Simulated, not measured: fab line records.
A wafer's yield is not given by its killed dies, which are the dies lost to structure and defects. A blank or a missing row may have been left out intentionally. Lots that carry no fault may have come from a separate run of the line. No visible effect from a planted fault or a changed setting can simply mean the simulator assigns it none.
Split-lot trial ; flow n5Finfet ; on a route of 1938 steps: 7 lots, 21 wafers read

== THE SPLIT ==
At N5_BEOL_M14_TRENCH_ETCH_34 (etches SiO2 in C4F8/O2/Ar, target depth 556.65 nm, time 126.9 s), the setting timeS was moved away from the recipe's 126.9 s on 4 of the 21 wafers read, by -12.0% to +13.1%. For the rest of the wafers, this setting stayed at what the recipe calls for.

== FROM THE SPLIT TO THE READING: what the file shows between them, 11 steps ==
- N5_BEOL_M14_STRIP_70: strips in C4F8/O2/Ar
- N5_BEOL_M14_OCD_MEAS_35
- N5_BEOL_M14_SPUTTER_43: material TaN, target thk 15 nm, time 24.19 s (also split here: timeS)
- N5_BEOL_M14_SPUTTER_44: material Ta, target thk 15 nm, time 24.19 s
- N5_BEOL_M14_SPUTTER_45: material Cu, target thk 100 nm, time 16.67 s
- N5_BEOL_M14_ECD_47: material Cu, target thk 1248 nm
- N5_BEOL_M14_ANNEAL_48: time 90 s
- N5_BEOL_M14_CMP_49: polishes, stops on SiO2, t overpolish 5.2 s, target thk 560 nm
- N5_BEOL_M14_THK_MEAS_50: measures by xrf
- N5_BEOL_M14_PRE_CLEAN_52: time 15 s
- N5_BEOL_M14_DEP_53: deposits SiCN from 3MS/NH3, target thk 50 nm, time 17.8 s

== THE READING ==
M14_RS in ohm/sq, measured at N5_BEOL_M14_RS_MEAS_54 by four-point-probe. On this fab line, fault-free wafers typically give 0.0330 ohm/sq with a standard deviation of 0.00062 ohm/sq.

wafer;tool, chamber at the split;timeS as run, s;against the recipe;M14_RS, ohm/sq;against lot-mates on the recipe
L075.1;rieDiel-05, 1;126.9;recipe;0.0339;-
L075.3;rieDiel-05, 3;126.9;recipe;0.0323;-
L075.6;rieDiel-05, 3;126.9;recipe;0.0320;-
L077.1;rieDiel-03, 3;111.7;-12.0%;0.0386;+0.0062
L077.2;rieDiel-03, 0;126.9;recipe;0.0324;-
L077.5;rieDiel-03, 3;111.7;-12.0%;0.0383;+0.0059
L078.2;rieDiel-04, 3;126.9;recipe;0.0331;-
L078.3;rieDiel-04, 2;126.9;recipe;0.0344;-
L078.4;rieDiel-04, 1;126.9;recipe;0.0327;-
L081.2;rieDiel-05, 1;126.9;recipe;0.0335;-
L081.3;rieDiel-05, 3;126.9;recipe;0.0320;-
L081.5;rieDiel-05, 1;142.8;+12.5%;0.0299;-0.0029
L090.4;rieDiel-03, 2;126.9;recipe;0.0330;-
L090.5;rieDiel-03, 0;126.9;recipe;0.0326;-
L090.6;rieDiel-03, 1;126.9;recipe;0.0333;-
L091.2;rieDiel-05, 0;126.9;recipe;0.0324;-
L091.5;rieDiel-05, 2;126.9;recipe;0.0331;-
L091.6;rieDiel-05, 3;126.9;recipe;0.0324;-
L092.2;rieDiel-03, 3;126.9;recipe;0.0341;-
L092.3;rieDiel-03, 2;126.9;recipe;0.0334;-
L092.6;rieDiel-03, 2;143.5;+13.1%;0.0291;-0.0047

THE FIT
A straight line over all 21 wafers: M14_RS changes by -0.000359 ohm/sq for each +1% of timeS; r = -0.93; the points scatter about the line by 0.00082 ohm/sq.
The same after taking each lot's own level away (the mean of its wafers on the recipe; 21 wafers): -0.000393 ohm/sq for each +1%; r = -0.94; scatter 0.00081 ohm/sq.
According to that fit, moving timeS by its largest amount changes the reading by 0.0051 ohm/sq.
Across the lots, their own levels run from 0.03240 to 0.03375 ohm/sq, a range of 2.2 times the standard deviation given above.
Consequently the slope shifts little with the lot-to-lot level, the two slopes agreeing.
Check: -0.00501 ohm/sq against its lot-mates is what the line predicts for one of the wafers moved furthest among these (+13.1%) when that wafer is left out of the fit. It came out at -0.00465 ohm/sq against them.

== OTHER SPLITS ON THESE WAFERS ==
These wafers also went through other splits before the reading. Each is held against what the fit with the lots' levels taken away leaves over:
other split on the same wafers;wafers away from the commonest value;r with M14_RS (lot level and that fit taken away)
N5_BEOL_M13_ILD_DEP_00 timeS;2;-0.11
N5_BEOL_M13_COAT_04 spinRpm;5;-0.02
N5_BEOL_M14_SPUTTER_43 timeS;5;+0.32

== THE WHOLE CHAIN: every reading that the file lists as answering this split, in the file's order ==
step;what it does;reading;change (the file's fit);r (the file's)
N5_BEOL_M14_TRENCH_ETCH_34;etches SiO2 in C4F8/O2/Ar, target depth 556.65 nm, time 126.9 s;etch.depthNm (the simulator's own value, which no gauge read);+5.91 nm for each +1% of the setting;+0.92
N5_BEOL_M14_OCD_MEAS_35;;trenchDepthNm;+5.92 nm for each +1% of the setting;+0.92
N5_BEOL_M14_CMP_49;polishes, stops on SiO2, t overpolish 5.2 s, target thk 560 nm;Cu_of_BEOL_M14_ECD_47.thkNm (the simulator's own value, which no gauge read);+5.97 nm for each +1% of the setting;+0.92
N5_BEOL_M14_THK_MEAS_50;measures by xrf;M14_THK;+6.22 for each +1% of the setting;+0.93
N5_BEOL_M14_RS_MEAS_54;measures by four-point-probe;M14_RS;-0.000356 for each +1% of the setting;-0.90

== FILE'S OWN FIT ==
M14_RS changes by -0.000356 ohm/sq for each +1% of timeS, r = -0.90.
